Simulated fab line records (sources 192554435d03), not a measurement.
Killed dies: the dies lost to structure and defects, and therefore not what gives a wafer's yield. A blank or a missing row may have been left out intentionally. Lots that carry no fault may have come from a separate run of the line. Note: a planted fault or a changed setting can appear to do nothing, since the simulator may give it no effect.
Chamber matching -- flow n5-finfet -- pecvd-03 running N5_FIN_SAQP_PECVD_06: 3 sister chambers
The step deposits a-Si from SiH4/He, target thk 60 nm, time 48.1 s. 6 wafers are shown with their chamber, then 8 later ones without.

## WAFERS WITH THEIR CHAMBER
wafer,chamber,throttle-valve-pct (%),showerhead-plenum-p-Torr (Torr)
L083.4,0,19.2,5.64
L084.5,1,18.0,5.69
L086.1,0,19.5,5.65
L086.2,1,18.4,5.67
L086.5,2,16.9,5.74
L088.1,2,16.6,5.75

## WAFERS MISSING THEIR CHAMBER
wafer,throttle-valve-pct (%),showerhead-plenum-p-Torr (Torr)
L088.2,18.0,5.68
L088.3,19.3,5.64
L088.4,16.5,5.71
L088.5,18.1,5.69
L088.6,19.3,5.65
L094.1,16.6,5.73
L094.3,18.2,5.68
L094.6,18.2,5.69

## CHAMBER TAKEN BY EACH
wafer,from the rows above,in truth
L088.2,1,1
L088.3,0,0
L088.4,2,2
L088.5,1,1
L088.6,0,0
L094.1,2,2
L094.3,1,1
L094.6,1,1
Correct placement for 8 of the 8. From these rows, 0 cannot be placed. Wrongly placed: 0.
How it was worked out, from the rows above alone: a wafer's distance from a chamber is the root of the sum, over the readings, of the square of ((its reading less the chamber's mean) divided by the reading's scatter). The wafer belongs to the nearest chamber; if the next one is less than 2 further off, it can't be placed. Each chamber's mean is taken over the wafers shown for it. The scatter is the square root of a quotient: the sum, over the shown wafers, of each reading's squared deviation from its chamber's mean, divided by wafers minus chambers.
